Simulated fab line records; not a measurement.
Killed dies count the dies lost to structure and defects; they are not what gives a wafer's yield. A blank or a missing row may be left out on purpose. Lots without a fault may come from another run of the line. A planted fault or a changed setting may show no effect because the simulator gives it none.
Which of the tools did it?	flow n5_finfet	12 lots, 36 wafers sampled, at 4 steps of a route of 1938

WHAT THE GAUGES SHOWED, per wafer
N5_GATE_CUT_INSPECT_26: inspects for defects (darkfield).
lot	measured	on	raw_defect_count
L075	day 4 23:40	defect_inspect-01	41 26 37
L077	day 5 08:17	defect_inspect-02	18 21 24
L079	day 6 06:37	defect_inspect-02	32 32 9
L081	day 6 14:47	defect_inspect-02	34 61 30
L083	day 6 22:48	defect_inspect-02	45 33 25
L085	day 7 11:32	defect_inspect-01	50 25 40
L087	day 8 02:26	defect_inspect-02	37 34 21
L089	day 8 11:46	defect_inspect-02	34 30 43
L091	day 8 20:56	defect_inspect-02	43 34 38
L093	day 9 11:19	defect_inspect-01	31 47 51
L095	day 10 02:54	defect_inspect-02	28 43 49
L097	day 10 08:31	defect_inspect-02	62 30 51

WHICH TOOL RAN EACH LOT (tool, then ch and the chambers of the sampled wafers, then the start)
lot	N5_GATE_CUT_ETCH_19	N5_GATE_CUT_VAPOR_ETCH_48	N5_GATE_CUT_CMP_43
L075	rie_diel-02 ch 0,1,2, day 4 20:35	rie_metal-01 ch 0, day 4 20:52	cmp-03 ch 1,2, day 4 22:57
L077	rie_diel-05 ch 0,1,3, day 5 05:12	rie_metal-02 ch 0,1, day 5 05:30	cmp-01 ch 0,1,3, day 5 07:49
L079	rie_diel-05 ch 1,2, day 6 03:13	rie_metal-03 ch 0, day 6 03:31	cmp-02 ch 1,2,3, day 6 06:04
L081	rie_diel-02 ch 2,3, day 6 11:23	rie_metal-02 ch 0,1, day 6 11:44	cmp-01 ch 1,2, day 6 14:05
L083	rie_diel-03 ch 1,3, day 6 19:43	rie_metal-01 ch 0,1, day 6 20:01	cmp-03 ch 2,3, day 6 22:05
L085	rie_diel-02 ch 0,1, day 7 08:15	rie_metal-03 ch 0, day 7 08:36	cmp-01 ch 0,1,2, day 7 10:54
L087	rie_diel-02 ch 0,2,3, day 7 23:22	rie_metal-02 ch 0,1, day 7 23:39	cmp-02 ch 1,2, day 8 01:49
L089	rie_diel-03 ch 0,1,3, day 8 08:25	rie_metal-01 ch 0, day 8 08:53	cmp-03 ch 0,1, day 8 11:03
L091	rie_diel-05 ch 0,1,3, day 8 17:48	rie_metal-02 ch 0,1, day 8 18:06	cmp-01 ch 2,3, day 8 20:13
L093	rie_diel-02 ch 0,3, day 9 07:56	rie_metal-03 ch 0,1, day 9 08:13	cmp-03 ch 0,3, day 9 10:41
L095	rie_diel-05 ch 0,2,3, day 9 23:49	rie_metal-03 ch 0,1, day 10 00:06	cmp-01 ch 0,1,2, day 10 02:11
L097	rie_diel-05 ch 0,1,2, day 10 05:26	rie_metal-01 ch 0,1, day 10 05:43	cmp-03 ch 0,2,3, day 10 07:53
- N5_GATE_CUT_ETCH_19: etches SiNx in CH3F/O2, target depth 53.7 nm, time 76.7 s.
- N5_GATE_CUT_VAPOR_ETCH_48: etches TiN in BCl3/Cl2.
- N5_GATE_CUT_CMP_43: polishes SiO2.

THE ANSWER, worked out from the rows above alone
Rule: the lots themselves supply what counts as usual. The widest of any qualifying gaps counts: lots, ordered by their means at a reading, are off when they make up no more than a third of the lots, leave a main group of 4 or more, and stand apart from it by 3 or more times the standard deviation of that group's means. The tables above print the reading to a certain number of digits; a main group whose means all agree to those digits is not used. A lot without any number at a reading at which 4 lots or more have one is off too. Where the step has rows for the other lots, those lots are counted as sound.
No lot is off at any reading shown: from this, nothing can be told.

WHAT WAS PUT IN BY THE SIMULATOR
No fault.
